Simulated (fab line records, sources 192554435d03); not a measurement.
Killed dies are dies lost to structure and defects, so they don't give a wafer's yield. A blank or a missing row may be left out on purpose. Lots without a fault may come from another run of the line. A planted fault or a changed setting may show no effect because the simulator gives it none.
fab line records | flow n5_finfet
record lots=24 wafers=72 last_day=18
route steps=1938 shown BEOL_M12@1652 BEOL_M13@1696 BEOL_M14@1750
lots that met no fault: from a run of the same line without faults
start_h: hours from the record's first day to the start of the lot's first wafer shown | wait_h: hours since the lot's step before | " the same as in the row above | L1.1+2: a row that stands for several wafers | - no value, or no start given | * or withheld: withheld | < > ~ a bound
route shown NAME@n: a module of which the file shows steps, and the number in the route of the first | usual: mean/standard deviation of fault-free wafers | same: alike in all rows | chamber/n: place in a boat | sites: the reading at each site | _std_site: their standard deviation | _edge_site: outer sites' mean less inner sites' | radius_mm: how far each site lies from the wafer's centre | mask NAME#n: copy n | behind: the tool/chamber that last shaped the wafer | hold: why the lot was held/for how many hours/how that ended | device: the transistor (n, p or np) that didn't switch | end of line: the same wafers' tests at the end of the route | a step without rows: its recipe alone | killed: dies lost to structure and defects at the first sort, not the wafer's yield | map: a wafer's dies, x killed, . not, _ none there
set.NAME: the setting as run; set.NAME@STEP: as run at that earlier step | model.NAME: the simulator's own value behind a step, which no gauge read
steps of the route over a sample of lots; a table a step, a row a wafer
services: from which hour (start_h, from the record's first day; less than 0 if before it) a tool's chamber was out of use, for how many hours, and why
## steps
# step N5_BEOL_M12_ANNEAL_48
# recipe temp_c=225 time_s=90 ambient=N2
# usual wafer_temp_C_max=225.59/0.21
# columns lot.wafer tool chamber start_h wait_h wafer_temp_C_max
L074.2 rtp_anneal-02 0 238.71 0.1 225.50
L074.3 " 0 " " 225.57
L074.5 " 0 " " 225.50
L075.2 rtp_anneal-02 0 249.62 0.5 225.62
L075.4 " 0 " " 225.68
L075.6 " 0 " " 225.76
L078.1 rtp_anneal-02 0 256.91 0.8 226.05
L078.2 " 0 " " 225.72
L078.5 " 0 " " 225.49
L077.1 rtp_anneal-01 0 258.08 0.1 225.42
L077.2 " 0 " " 225.71
L077.3 " 0 " " 225.99
L076.3 rtp_anneal-02 0 258.87 0.2 225.14
L076.4 " 0 " " 225.54
L076.6 " 0 " " 225.37
L080.4 rtp_anneal-01 0 283.58 0.2 225.51
L080.5 " 0 " " 225.25
L080.6 " 0 " " 225.45
L079.1 rtp_anneal-02 0 284.43 0.1 225.41
L079.3 " 0 " " 225.82
L079.5 " 0 " " 225.63
L081.2 rtp_anneal-01 0 284.55 0.2 225.41
L081.3 " 0 " " 225.72
L081.4 " 0 " " 225.85
L082.3 rtp_anneal-01 0 289.55 0.2 225.25
L082.4 " 0 " " 225.13
L082.6 " 0 " " 225.52
L084.2 rtp_anneal-01 0 302.05 0.6 225.53
L084.3 " 0 " " 225.26
L084.6 " 0 " " 225.62
L083.1 rtp_anneal-02 0 304.85 0.1 225.78
L083.4 " 0 " " 225.64
L083.5 " 0 " " 225.70
L085.3 rtp_anneal-02 0 314.95 0.2 225.64
L085.5 " 0 " " 225.77
L085.6 " 0 " " 225.59
L088.1 rtp_anneal-02 0 327.33 0.8 225.98
L088.5 " 0 " " 225.78
L088.6 " 0 " " 225.80
L086.2 rtp_anneal-01 0 330.52 0.1 225.44
L086.3 " 0 " " 225.40
L086.6 " 0 " " 225.53
L089.1 rtp_anneal-02 0 333.57 0.1 225.79
L089.2 " 0 " " 225.98
L089.6 " 0 " " 225.45
L087.1 rtp_anneal-01 0 334.51 0.5 225.68
L087.2 " 0 " " 225.54
L087.5 " 0 " " 225.92
L090.1 rtp_anneal-02 0 336.47 0.1 225.87
L090.4 " 0 " " 225.45
L090.5 " 0 " " 225.90
L092.2 rtp_anneal-02 0 337.51 0.2 225.42
L092.3 " 0 " " 225.46
L092.6 " 0 " " 225.47
L091.1 rtp_anneal-01 0 348.48 0.3 225.37
L091.4 " 0 " " 225.34
L091.5 " 0 " " 225.68
L093.2 rtp_anneal-02 0 355.18 0.5 226.09
L093.5 " 0 " " 225.76
L093.6 " 0 " " 225.80
L094.2 rtp_anneal-01 0 371.60 0.2 225.40
L094.3 " 0 " " 225.54
L094.4 " 0 " " 225.62
L095.3 rtp_anneal-02 0 371.62 0.2 225.63
L095.5 " 0 " " 225.31
L095.6 " 0 " " 225.34
L097.2 rtp_anneal-01 0 375.01 0.1 225.23
L097.4 " 0 " " 225.49
L097.5 " 0 " " 225.41
L096.3 rtp_anneal-01 0 381.26 0.2 225.74
L096.4 " 0 " " 225.52
L096.5 " 0 " " 225.85
# step N5_BEOL_M13_TRENCH_ETCH_34
# recipe chemistry=C4F8/O2/Ar target=SiOC target_depth_a=4134.7 mask_material=SOC pressure_mtorr=30 source_w=3000 bias_w=700 Ar_flow_sccm=400 C4F8_flow_sccm=15 O2_flow_sccm=8 he_inner_torr=15 he_outer_torr=30 time_s=162.6 ion_energy_ev=250
# usual drypump_motor_current_A=5.6/0.46 oes_product_au=0.81/0.08 rf_vpp_V=666/3.4 showerhead_plenum_p_Torr=3.43/0.13 throttle_valve_pct=24.14/0.26
# columns lot.wafer tool chamber start_h wait_h drypump_motor_current_A oes_product_au rf_hours_counter_h rf_vpp_V showerhead_plenum_p_Torr throttle_valve_pct
L074.2 rie_diel-04 2 241.51 0.0 5.0 0.73 193 660 3.27 24.18
L074.3 " 3 " " 5.4 0.84 51 671 3.63 23.77
L074.5 " 2 " " 5.0 0.72 - 662 3.26 24.19
L075.2 rie_diel-03 1 252.47 0.0 4.9 0.92 27 668 3.48 24.14
L075.4 " 2 " " 6.0 0.69 239 660 3.25 24.23
L075.6 " 0 " " 5.8 0.70 - 668 3.52 24.60
L078.1 rie_diel-04 3 259.97 0.0 5.4 0.82 59 670 3.63 23.78
L078.2 " 0 " " 6.4 0.81 71 664 3.31 24.35
L078.5 " 3 " " 5.4 0.83 - 670 3.63 23.79
L077.1 rie_diel-04 1 261.36 0.0 5.0 0.94 5 666 3.35 23.95
L077.2 " 0 " " 6.3 0.81 71 665 3.31 24.36
L077.3 " 2 " " 5.0 0.72 200 662 3.26 24.18
L076.3 rie_diel-03 3 261.59 0.0 5.8 0.87 49 666 3.49 24.22
L076.4 " 0 " " 5.8 0.70 200 669 3.52 24.60
L076.6 " 1 " " 4.9 0.90 - 668 3.48 24.13
L080.4 rie_diel-05 1 286.52 0.1 5.5 0.72 - 660 3.23 23.76
L080.5 " 2 " " 5.8 0.73 - 665 3.41 24.42
L080.6 " 0 " " 6.1 0.89 - 664 3.35 23.85
L079.1 rie_diel-03 1 287.84 0.0 4.9 0.90 39 666 3.48 24.16
L079.3 " 3 " " 5.9 0.85 58 668 3.48 24.23
L079.5 " 1 " " 4.9 0.89 - 668 3.48 24.14
L081.2 rie_diel-05 1 287.85 0.0 5.5 0.72 193 660 3.23 23.78
L081.3 " 0 " " 6.1 0.87 58 664 3.35 23.83
L081.4 " 0 " " 6.1 0.88 - 665 3.35 23.84
L082.3 rie_diel-04 3 292.63 0.0 5.4 0.81 68 670 3.62 23.79
L082.4 " 2 " " 4.9 0.71 209 660 3.26 24.18
L082.6 " 1 " " 5.0 0.90 - 665 3.35 23.95
L084.2 rie_diel-05 0 305.11 0.0 6.1 0.87 65 664 3.34 23.86
L084.3 " 2 " " 5.8 0.72 176 664 3.40 24.39
L084.6 " 0 " " 6.0 0.87 - 663 3.34 23.85
L083.1 rie_diel-05 1 307.81 0.0 5.5 0.71 201 661 3.22 23.78
L083.4 " 3 " " 5.5 0.79 111 666 3.43 24.36
L083.5 " 1 " " 5.5 0.72 - 662 3.22 23.78
L085.3 rie_diel-04 1 317.72 0.0 5.0 0.89 22 663 3.34 23.98
L085.5 " 1 " " 5.0 0.88 - 663 3.34 23.97
L085.6 " 0 " " 6.3 0.80 - 663 3.30 24.36
L088.1 rie_diel-03 3 330.33 0.0 5.9 0.83 73 666 3.47 24.24
L088.5 " 2 " " 5.9 0.96 - 672 3.64 23.92
L088.6 " 3 " " 5.9 0.82 - 666 3.47 24.26
L086.2 rie_diel-04 0 333.30 0.0 6.3 0.79 92 663 3.30 24.37
L086.3 " 2 " " 5.0 0.71 218 660 3.25 24.20
L086.6 " 0 " " 6.3 0.80 - 662 3.30 24.38
L089.1 rie_diel-04 1 336.65 0.0 5.0 0.87 28 663 3.34 23.98
L089.2 " 0 " " 6.3 0.81 94 663 3.30 24.38
L089.6 " 0 " " 6.3 0.80 - 663 3.30 24.37
L087.1 rie_diel-03 2 337.41 0.0 6.0 0.94 9 673 3.64 23.94
L087.2 " 0 " " 5.8 0.68 225 667 3.50 24.62
L087.5 " 0 " " 5.8 0.69 - 668 3.50 24.65
L090.1 rie_diel-03 3 339.41 0.0 5.9 0.82 76 667 3.47 24.25
L090.4 " 0 " " 5.8 0.69 226 668 3.50 24.63
L090.5 " 3 " " 5.9 0.83 - 667 3.47 24.25
L092.2 rie_diel-03 0 340.31 0.0 5.8 0.68 226 667 3.50 24.63
L092.3 " 1 " " 4.9 0.85 56 668 3.47 24.17
L092.6 " 2 " " 6.0 0.94 - 670 3.64 23.94
L091.1 rie_diel-04 2 351.15 0.0 5.0 0.70 223 661 3.25 24.20
L091.4 " 3 " " 5.4 0.79 - 671 3.61 23.84
L091.5 " 2 " " 4.9 0.70 - 659 3.25 24.20
L093.2 rie_diel-03 3 358.27 0.0 6.0 0.81 83 667 3.47 24.26
L093.5 " 0 " " 5.8 0.68 - 668 3.50 24.65
L093.6 " 1 " " 4.9 0.85 - 666 3.46 24.18
L095.3 rie_diel-03 0 374.36 0.0 5.8 0.69 237 669 3.50 24.66
L095.5 " 1 " " 4.9 0.84 - 666 3.46 24.21
L095.6 " 2 " " 6.0 0.93 - 671 3.63 23.96
L094.2 rie_diel-04 2 374.62 0.0 5.0 0.70 231 661 3.25 24.22
L094.3 " 3 " " 5.4 0.79 96 670 3.61 23.83
L094.4 " 1 " " 5.0 0.86 41 664 3.33 23.98
L097.2 rie_diel-03 3 377.71 0.0 5.9 0.81 89 667 3.46 24.27
L097.4 " 1 " " 4.9 0.84 69 667 3.46 24.20
L097.5 " 3 " " 5.9 0.81 - 666 3.46 24.27
L096.3 rie_diel-05 2 384.50 0.0 5.8 0.70 199 664 3.39 24.43
L096.4 " 1 " " 5.5 0.70 224 660 3.21 23.81
L096.5 " 2 " " 5.8 0.70 - 665 3.39 24.43
# step N5_BEOL_M13_OCD_MEAS_35
# usual trench_depth_nm=414/6.2
# columns lot.wafer tool chamber start_h wait_h trench_depth_nm
L074.2 ocd-02 - 241.68 0.0 402
L074.3 " - " " 417
L074.5 " - " " 405
L075.2 ocd-01 - 252.64 0.0 428
L075.4 " - " " 413
L075.6 " - " " 405
L078.1 ocd-02 - 260.14 0.0 412
L078.2 " - " " 408
L078.5 " - " " 416
L077.1 ocd-01 - 261.53 0.0 425
L077.2 " - " " 412
L077.3 " - " " 410
L076.3 ocd-01 - 261.77 0.0 417
L076.4 " - " " 405
L076.6 " - " " 424
L080.4 ocd-01 - 286.63 0.0 417
L080.5 " - " " 412
L080.6 " - " " 414
L079.1 ocd-01 - 288.01 0.0 425
L079.3 " - " " 418
L079.5 " - " " 422
L081.2 ocd-02 - 288.03 0.0 416
L081.3 " - " " 416
L081.4 " - " " 417
L082.3 ocd-02 - 292.81 0.0 410
L082.4 " - " " 404
L082.6 " - " " 418
L084.2 ocd-02 - 305.28 0.0 416
L084.3 " - " " 412
L084.6 " - " " 415
L083.1 ocd-01 - 307.99 0.0 414
L083.4 " - " " 424
L083.5 " - " " 413
L085.3 ocd-02 - 317.90 0.0 421
L085.5 " - " " 419
L085.6 " - " " 411
L088.1 ocd-02 - 330.51 0.0 419
L088.5 " - " " 409
L088.6 " - " " 414
L086.2 ocd-01 - 333.48 0.0 411
L086.3 " - " " 406
L086.6 " - " " 415
L089.1 ocd-01 - 336.83 0.0 424
L089.2 " - " " 418
L089.6 " - " " 416
L087.1 ocd-01 - 337.59 0.0 406
L087.2 " - " " 405
L087.5 " - " " 408
L090.1 ocd-01 - 339.58 0.0 416
L090.4 " - " " 406
L090.5 " - " " 416
L092.2 ocd-01 - 340.49 0.0 405
L092.3 " - " " 413
L092.6 " - " " 408
L091.1 ocd-02 - 351.32 0.0 405
L091.4 " - " " 414
L091.5 " - " " 404
L093.2 ocd-02 - 358.45 0.0 419
L093.5 " - " " 406
L093.6 " - " " 415
L095.3 ocd-02 - 374.54 0.0 413
L095.5 " - " " 419
L095.6 " - " " 415
L094.2 ocd-02 - 374.79 0.0 407
L094.3 " - " " 421
L094.4 " - " " 427
L097.2 ocd-02 - 377.89 0.0 421
L097.4 " - " " 420
L097.5 " - " " 419
L096.3 ocd-01 - 384.68 0.0 408
L096.4 " - " " 415
L096.5 " - " " 409
# step N5_BEOL_M13_SPUTTER_45
# recipe material=Cu target_thk_a=800 temp_c=-20 bias_v=60 power_w=26000 chamber_pressure_pa=0.13 time_s=13.33
# usual chuck_gas_flow_sccm=1.27/0.057 throttle_valve_pct=29.9/1
# columns lot.wafer tool chamber start_h wait_h chuck_gas_flow_sccm throttle_valve_pct
L074.2 pvd_sputter-01 - 243.83 0.0 1.23 29.9
L074.3 " - " " 1.23 30.8
L074.5 " - " " 1.30 30.1
L075.2 pvd_sputter-02 - 255.46 0.0 1.26 28.9
L075.4 " - " " 1.23 28.7
L075.6 " - " " 1.20 29.0
L078.1 pvd_sputter-01 - 261.67 0.0 1.22 30.6
L078.2 " - " " 1.28 29.1
L078.5 " - " " 1.20 30.1
L077.1 pvd_sputter-02 - 262.17 0.0 1.27 29.1
L077.2 " - " " 1.18 29.5
L077.3 " - " " 1.26 29.4
L076.3 pvd_sputter-03 - 272.83 0.0 1.14 29.0
L076.4 " - " " 1.33 30.4
L076.6 " - " " 1.34 30.5
L080.4 pvd_sputter-02 - 289.68 0.0 1.26 28.0
L080.5 " - " " 1.32 29.6
L080.6 " - " " 1.31 29.5
L079.1 pvd_sputter-03 - 289.71 0.0 1.34 29.4
L079.3 " - " " 1.23 30.4
L079.5 " - " " 1.29 30.4
L081.2 pvd_sputter-02 - 290.12 0.0 1.16 28.1
L081.3 " - " " 1.32 29.4
L081.4 " - " " 1.27 28.9
L082.3 pvd_sputter-03 - 295.19 0.0 1.28 30.6
L082.4 " - " " 1.35 29.1
L082.6 " - " " 1.23 30.3
L084.2 pvd_sputter-02 - 307.30 0.0 1.19 29.1
L084.3 " - " " 1.27 29.6
L084.6 " - " " 1.24 28.2
L083.1 pvd_sputter-03 - 310.34 0.0 1.28 30.4
L083.4 " - " " 1.22 29.0
L083.5 " - " " 1.26 29.2
L085.3 pvd_sputter-03 - 320.86 0.0 1.19 29.1
L085.5 " - " " 1.29 30.6
L085.6 " - " " 1.43 30.7
L088.1 pvd_sputter-01 - 333.71 0.0 1.35 30.2
L088.5 " - " " 1.23 29.2
L088.6 " - " " 1.33 30.1
L086.2 pvd_sputter-01 - 337.79 0.0 1.20 29.1
L086.3 " - " " 1.17 31.0
L086.6 " - " " 1.22 30.9
L089.1 pvd_sputter-02 - 338.17 0.0 1.33 29.5
L089.2 " - " " 1.27 29.0
L089.6 " - " " 1.28 29.0
L087.1 pvd_sputter-03 - 338.73 0.0 1.18 29.2
L087.2 " - " " 1.24 30.6
L087.5 " - " " 1.24 29.5
L090.1 pvd_sputter-01 - 340.95 0.0 1.35 29.8
L090.4 " - " " 1.29 32.2
L090.5 " - " " 1.39 32.3
L092.2 pvd_sputter-03 - 342.06 0.0 1.18 29.1
L092.3 " - " " 1.31 29.3
L092.6 " - " " 1.33 30.7
L091.1 pvd_sputter-03 - 356.89 0.0 1.21 29.0
L091.4 " - " " 1.20 29.3
L091.5 " - " " 1.37 30.5
L093.2 pvd_sputter-01 - 362.12 0.0 1.23 32.3
L093.5 " - " " 1.37 30.0
L093.6 " - " " 1.31 29.1
L095.3 pvd_sputter-01 - 376.45 0.0 1.23 28.9
L095.5 " - " " 1.30 30.3
L095.6 " - " " 1.29 32.3
L094.2 pvd_sputter-02 - 376.59 0.0 1.29 29.7
L094.3 " - " " 1.26 28.3
L094.4 " - " " 1.29 29.7
L097.2 pvd_sputter-03 - 380.59 0.0 1.35 30.2
L097.4 " - " " 1.22 29.4
L097.5 " - " " 1.21 29.1
L096.3 pvd_sputter-01 - 388.22 0.0 1.30 30.1
L096.4 " - " " 1.23 29.1
L096.5 " - " " 1.24 31.7
# step N5_BEOL_M13_INSPECT_55
# recipe inspect_instrument=darkfield mode=post_dep
# usual raw_defect_count=70/23
# columns lot.wafer tool chamber start_h wait_h raw_defect_count
L074.2 defect_inspect-01 - 245.19 0.0 83
L074.3 " - " " 62
L074.5 " - " " 37
L075.2 defect_inspect-01 - 256.49 0.0 61
L075.4 " - " " 58
L075.6 " - " " 108
L077.1 defect_inspect-01 - 263.68 0.0 99
L077.2 " - " " 51
L077.3 " - " " 114
L078.1 defect_inspect-02 - 263.81 0.0 52
L078.2 " - " " 100
L078.5 " - " " 47
L076.3 defect_inspect-01 - 274.03 0.0 69
L076.4 " - " " 56
L076.6 " - " " 78
L080.4 defect_inspect-02 - 290.78 0.0 64
L080.5 " - " " 48
L080.6 " - " " 64
L079.1 defect_inspect-02 - 291.13 0.0 87
L079.3 " - " " 54
L079.5 " - " " 43
L081.2 defect_inspect-02 - 291.38 0.0 78
L081.3 " - " " 73
L081.4 " - " " 68
L082.3 defect_inspect-02 - 296.24 0.0 98
L082.4 " - " " 44
L082.6 " - " " 81
L084.2 defect_inspect-02 - 308.32 0.0 37
L084.3 " - " " 36
L084.6 " - " " 47
L083.1 defect_inspect-02 - 311.41 0.0 42
L083.4 " - " " 75
L083.5 " - " " 74
L085.3 defect_inspect-02 - 321.89 0.0 114
L085.5 " - " " 83
L085.6 " - " " 70
L088.1 defect_inspect-01 - 334.90 0.0 101
L088.5 " - " " 148
L088.6 " - " " 102
L086.2 defect_inspect-01 - 338.92 0.0 77
L086.3 " - " " 138
L086.6 " - " " 68
L089.1 defect_inspect-01 - 339.20 0.0 113
L089.2 " - " " 71
L089.6 " - " " 87
L087.1 defect_inspect-01 - 339.75 0.0 46
L087.2 " - " " 50
L087.5 " - " " 54
L090.1 defect_inspect-01 - 341.98 0.0 71
L090.4 " - " " 47
L090.5 " - " " 60
L092.2 defect_inspect-02 - 343.09 0.0 43
L092.3 " - " " 49
L092.6 " - " " 44
L091.1 defect_inspect-02 - 358.07 0.0 41
L091.4 " - " " 74
L091.5 " - " " 79
L093.2 defect_inspect-01 - 363.32 0.0 68
L093.5 " - " " 55
L093.6 " - " " 28
L095.3 defect_inspect-01 - 377.47 0.0 76
L095.5 " - " " 90
L095.6 " - " " 80
L094.2 defect_inspect-01 - 377.66 0.0 82
L094.3 " - " " 59
L094.4 " - " " 82
L097.2 defect_inspect-02 - 381.62 0.0 42
L097.4 " - " " 49
L097.5 " - " " 64
L096.3 defect_inspect-02 - 389.34 0.0 32
L096.4 " - " " 53
L096.5 " - " " 70
# step N5_BEOL_M14_ETCH_67
# recipe chemistry=CF4 target=SiARC target_depth_a=1430 time_s=238.3 ion_energy_ev=80 pressure_mtorr=40 source_w=545 bias_w=36 Ar_flow_sccm=100 cf4_flow_sccm=100 ends=cleared
# usual cf4_flow_sccm=99.99/0.3 drypump_motor_current_A=5.9/0.35 etch_rf_on_time_s=239/4.6 oes_product_au=0.71/0.057 rf_vpp_V=184.5/1.1 showerhead_plenum_p_Torr=2.15/0.061 throttle_valve_pct=15.55/0.21
# columns lot.wafer tool chamber start_h wait_h cf4_flow_sccm drypump_motor_current_A etch_rf_on_time_s oes_product_au rf_hours_counter_h rf_vpp_V showerhead_plenum_p_Torr throttle_valve_pct
L074.2 rie_diel-06 2 247.10 0.0 100.24 5.7 237 0.72 65 182.8 2.09 15.48
L074.3 " 0 " " 99.89 6.2 231 0.74 49 184.6 2.09 15.68
L074.5 " 3 " " 100.23 5.4 244 0.57 - 183.8 2.12 16.01
L075.2 rie_diel-06 3 258.12 0.0 100.22 5.4 242 0.58 234 183.9 2.12 16.02
L075.4 " 1 " " 100.00 6.5 239 0.74 44 184.9 2.17 15.70
L075.6 " 3 " " 99.83 5.4 243 0.57 - 183.7 2.12 16.00
L077.1 rie_diel-01 0 265.44 0.0 100.00 6.0 238 0.70 80 183.3 2.25 15.51
L077.2 " 3 " " 100.00 5.3 235 0.72 58 186.2 2.27 15.75
L077.3 " 1 " " 100.69 6.0 249 0.75 28 183.6 2.09 15.33
L078.1 rie_diel-06 2 265.70 0.0 99.89 5.7 236 0.71 72 185.8 2.08 15.48
L078.2 " 3 " " 100.16 5.4 245 0.56 236 184.1 2.12 16.03
L078.5 " 2 " " 100.16 5.7 238 0.71 - 184.0 2.08 15.48
L076.3 rie_diel-01 3 275.89 0.0 99.74 5.3 230 0.72 62 184.9 2.27 15.75
L076.4 " 2 " " 100.22 5.9 239 0.85 1 185.3 2.18 15.29
L076.6 " 1 " " 100.06 6.1 244 0.75 - 182.1 2.09 15.35
L080.4 rie_diel-02 3 292.50 0.0 99.49 5.5 242 0.70 59 184.9 2.18 15.23
L080.5 " 0 " " 99.86 6.0 239 0.69 - 185.2 2.15 15.40
L080.6 " 3 " " 99.46 5.5 243 0.70 - 185.4 2.18 15.23
L079.1 rie_diel-01 0 293.11 0.0 100.42 6.0 235 0.70 90 184.4 2.24 15.55
L079.3 " 2 " " 99.66 5.9 237 0.83 6 186.6 2.18 15.31
L079.5 " 0 " " 100.70 6.0 233 0.70 - 185.6 2.24 15.52
L081.2 rie_diel-06 2 293.47 0.0 99.92 5.7 237 0.71 82 184.0 2.08 15.52
L081.3 " 1 " " 100.27 6.5 240 0.71 55 184.5 2.17 15.73
L081.4 " 3 " " 99.83 5.4 245 0.56 247 184.3 2.11 16.04
L082.3 rie_diel-01 0 297.87 0.0 100.12 6.0 235 0.70 92 186.0 2.24 15.53
L082.4 " 2 " " 100.87 5.9 238 0.83 8 185.9 2.18 15.32
L082.6 " 0 " " 100.15 6.0 234 0.68 - 184.0 2.24 15.53
L084.2 rie_diel-01 1 309.95 0.0 100.29 6.0 245 0.73 45 185.0 2.08 15.37
L084.3 " 2 " " 99.65 5.9 239 0.81 13 185.6 2.18 15.33
L084.6 " 2 " " 99.89 5.9 240 0.81 - 185.0 2.18 15.34
L083.1 rie_diel-02 2 313.24 0.0 99.73 6.2 238 0.70 91 184.3 2.14 15.23
L083.4 " 0 " " 99.96 6.0 241 0.68 - 184.5 2.15 15.42
L083.5 " 2 " " 99.89 6.2 240 0.70 - 185.6 2.14 15.23
L085.3 rie_diel-01 1 324.03 0.0 100.10 6.0 247 0.72 51 183.1 2.08 15.37
L085.5 " 1 " " 99.94 6.1 246 0.72 - 185.1 2.08 15.39
L085.6 " 0 " " 100.48 6.0 236 0.69 - 186.2 2.24 15.56
L088.1 rie_diel-02 3 336.53 0.0 100.11 5.5 244 0.68 76 185.4 2.17 15.23
L088.5 " 1 " " 100.06 5.5 243 0.81 - 184.9 2.20 15.70
L088.6 " 0 " " 100.03 6.0 244 0.67 - 183.0 2.14 15.44
L086.2 rie_diel-01 3 340.65 0.0 99.60 5.3 235 0.69 86 185.4 2.26 15.81
L086.3 " 1 " " 100.31 6.0 247 0.72 56 184.6 2.08 15.38
L086.6 " 2 " " 100.04 5.9 239 0.79 - 183.9 2.18 15.35
L089.1 rie_diel-06 0 340.94 0.0 99.84 6.2 229 0.70 84 183.8 2.08 15.77
L089.2 " 2 " " 100.21 5.7 237 0.69 101 184.5 2.07 15.57
L089.6 " 1 " " 99.95 6.5 240 0.71 - 184.4 2.16 15.76
L087.1 rie_diel-01 2 341.60 0.0 99.99 5.9 241 0.78 22 186.0 2.17 15.35
L087.2 " 1 " " 100.11 6.0 248 0.71 57 185.6 2.08 15.39
L087.5 " 1 " " 100.02 6.1 247 0.71 - 182.8 2.08 15.40
L090.1 rie_diel-01 0 343.72 0.0 100.18 6.0 234 0.67 111 185.6 2.24 15.59
L090.4 " 2 " " 99.55 5.9 235 0.79 23 184.1 2.18 15.35
L090.5 " 2 " " 99.91 5.9 237 0.79 - 185.7 2.17 15.36
L092.2 rie_diel-06 1 344.72 0.0 99.87 6.5 243 0.70 76 184.3 2.16 15.75
L092.3 " 2 " " 100.03 5.7 239 0.69 102 184.7 2.07 15.54
L092.6 " 3 " " 99.73 5.4 234 0.83 - 182.7 2.11 15.55
L091.1 rie_diel-02 0 359.57 0.0 100.32 6.0 236 0.67 123 185.1 2.14 15.44
L091.4 " 2 " " 99.59 6.2 240 0.69 - 183.1 2.14 15.26
L091.5 " 0 " " 100.21 6.0 238 0.67 - 183.7 2.14 15.45
L093.2 rie_diel-06 3 365.00 0.0 99.97 5.4 236 0.81 16 183.7 2.11 15.56
L093.5 " 1 " " 99.77 6.5 244 0.68 - 184.6 2.16 15.78
L093.6 " 2 " " 100.39 5.7 239 0.68 - 184.1 2.07 15.57
L095.3 rie_diel-06 3 379.23 0.0 100.36 5.4 233 0.82 21 185.1 2.10 15.59
L095.5 " 0 " " 99.99 6.2 233 0.70 - 184.2 2.08 15.78
L095.6 " 1 " " 99.50 6.5 241 0.69 - 183.1 2.16 15.80
L094.2 rie_diel-01 0 379.39 0.0 100.05 6.0 236 0.66 124 185.6 2.23 15.60
L094.3 " 2 " " 99.77 5.9 238 0.77 37 183.7 2.17 15.39
L094.4 " 3 " " 99.67 5.3 233 0.67 101 185.8 2.25 15.82
L097.2 rie_diel-02 0 383.33 0.0 100.03 6.0 243 0.66 132 184.3 2.14 15.46
L097.4 " 2 " " 100.16 6.1 242 0.67 118 184.2 2.13 15.28
L097.5 " 0 " " 99.96 6.0 243 0.65 - 183.0 2.14 15.47
L096.3 rie_diel-02 3 390.97 0.0 100.61 5.5 240 0.67 89 184.7 2.17 15.29
L096.4 " 0 " " 99.89 6.0 240 0.66 136 183.8 2.14 15.48
L096.5 " 2 " " 99.61 6.2 240 0.68 - 184.6 2.13 15.27
## services
# columns tool chamber start_h hours kind
rie_diel-01 2 218.92 9.9 repair
rie_diel-02 0 219.88 3.8 repair
rie_diel-05 - 243.98 0.4 repair
rie_diel-05 1 248.26 8.4 repair
rie_diel-01 2 254.45 7.3 repair
rie_diel-01 2 261.77 - clean
rie_diel-01 2 261.77 - consumable_replace:focus_ring
rie_diel-01 2 261.77 11.2 scheduled_down
rie_diel-01 2 261.77 11.2 vent_cycle
rie_diel-05 - 265.91 4.3 pm
rie_diel-05 - 283.06 1.3 repair
rie_diel-03 2 284.87 - clean
rie_diel-03 2 284.87 - consumable_replace:focus_ring
rie_diel-03 2 284.87 - consumable_replace:showerhead
rie_diel-03 2 284.87 22.5 scheduled_down
rie_diel-04 2 310.40 11.5 repair
rie_diel-01 2 315.73 7.1 repair
rie_diel-02 3 350.59 13.3 repair
rie_diel-05 0 359.28 1.5 repair
pvd_sputter-02 - 366.38 0.7 repair
rie_diel-02 1 372.17 3.1 repair
rie_diel-05 3 373.86 6.3 repair
rie_diel-04 2 377.70 15.9 repair
rie_diel-03 3 383.78 2.1 repair
## key
fault none
